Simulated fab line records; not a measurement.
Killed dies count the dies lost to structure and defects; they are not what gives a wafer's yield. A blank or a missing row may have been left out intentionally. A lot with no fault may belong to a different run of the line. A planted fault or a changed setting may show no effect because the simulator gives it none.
A struck lot beside a sound one ; flow n5-finfet ; 15 out of 1938 route steps
Sound: these wafers, L204.1, L204.4, L204.5. Struck: wafer L198.3. (L198.4, L198.5 of the same lot were not struck and are left out.) The cause comes at the end.
For every step that has rows: the tool of each side, followed by ch and its chambers, followed by its first start. Under that, the readings that differ: sound wafers ; struck wafers ; difference of the means ; sigmas: that difference in standard deviations of wafers without a fault.
alike: words and numbers the same on both sides, and readings whose means are apart by under 2 such deviations; not compared: readings that were withheld, readings missing a value for some wafer, numbers with overlapping values and no deviation given by the record, and bounds like >300 which may hide the same value.
The two part at a step that has a row with sigmas, a row that says differs or no value, or rows on one side only. Numbers that don't overlap but have no deviation are shown without sigmas and don't part them. A reading missing from all wafers of one side parts the sides only when that side holds two or more wafers.

first, 8 steps without rows for these wafers: N5_PASSIVATION_HMDS_37 (time 60 s); N5_PASSIVATION_COAT_38; N5_PASSIVATION_EBR_40; N5_PASSIVATION_SOFTBAKE_39 (time 120 s); N5_PASSIVATION_EXPOSE_41 (exposes mask PASS OPEN, defocus 0 nm, target cd 40000 nm); N5_PASSIVATION_PEB_42; N5_PASSIVATION_DEVELOP_43 (develop time 60 s); N5_PASSIVATION_HARDBAKE_45 (time 120 s).
N5_PASSIVATION_CD_MEAS_44: target cd 40000 nm.
  sound on cd-sem-02 ch 0, day 16 08:31; struck on cd-sem-02 ch 0, day 15 16:38
reading;sound;struck;difference;sigmas
cd-nm (nm);40008 40007 40006;39999;-8;-2
N5_PASSIVATION_OVL_MEAS_66:
  sound on overlay-02 ch 0, day 16 08:33; struck on overlay-01 ch 0, day 15 16:40
  alike: PASS_OPEN_OVL
N5_PASSIVATION_INSPECT_67: inspects for defects (macro).
  struck on defect-inspect-01, day 15 16:42; sound on defect-inspect-02, day 16 08:34
  alike: raw-defect-count
N5_PASSIVATION_DESCUM_46: chemistry O2, time 7.9 s.
  sound on rie-diel-04 ch 2,3, day 16 08:41; struck on rie-diel-05 ch 3, day 15 17:05
  alike: drypump-motor-current-A, oes-product-au, rf-vpp-V, showerhead-plenum-p-Torr, throttle-valve-pct
  not compared: rf-hours-counter-h
N5_PASSIVATION_PASS_ETCH_47: etches SiNx in CF4/O2, target depth 770 nm, time 385 s.
  sound on rie-diel-04 ch 2,3, day 16 08:43; struck on rie-diel-05 ch 3, day 15 17:08
reading;sound;struck;difference;sigmas
oes-product-au (a.u.);0.74 0.75 0.83;0.93;+0.16;+2
model.etch.depth-nm (nm);777.6 771.3 775.7;1014;+239;
  alike: bias-w, drypump-motor-current-A, rf-vpp-V, showerhead-plenum-p-Torr, throttle-valve-pct
  not compared: rf-hours-counter-h
N5_PASSIVATION_ETCH_54: etches SiO2 in CHF3/O2, target depth 880 nm, time 440 s.
  sound on rie-diel-04 ch 2,3, day 16 08:57; struck on rie-diel-05 ch 3, day 15 17:21
  alike: bias-w, drypump-motor-current-A, oes-product-au, rf-vpp-V, showerhead-plenum-p-Torr, throttle-valve-pct
  not compared: rf-hours-counter-h
following that, these wafers have no rows for 1 step: N5_PASSIVATION_PROBE_49.

## WHERE THEY PART
Last at N5_PASSIVATION_PASS_ETCH_47 as far as this record goes, first at N5_PASSIVATION_CD_MEAS_44. Later steps at which nothing parts them and some readings are alike: N5_PASSIVATION_ETCH_54.

WHY: what the simulator had put in
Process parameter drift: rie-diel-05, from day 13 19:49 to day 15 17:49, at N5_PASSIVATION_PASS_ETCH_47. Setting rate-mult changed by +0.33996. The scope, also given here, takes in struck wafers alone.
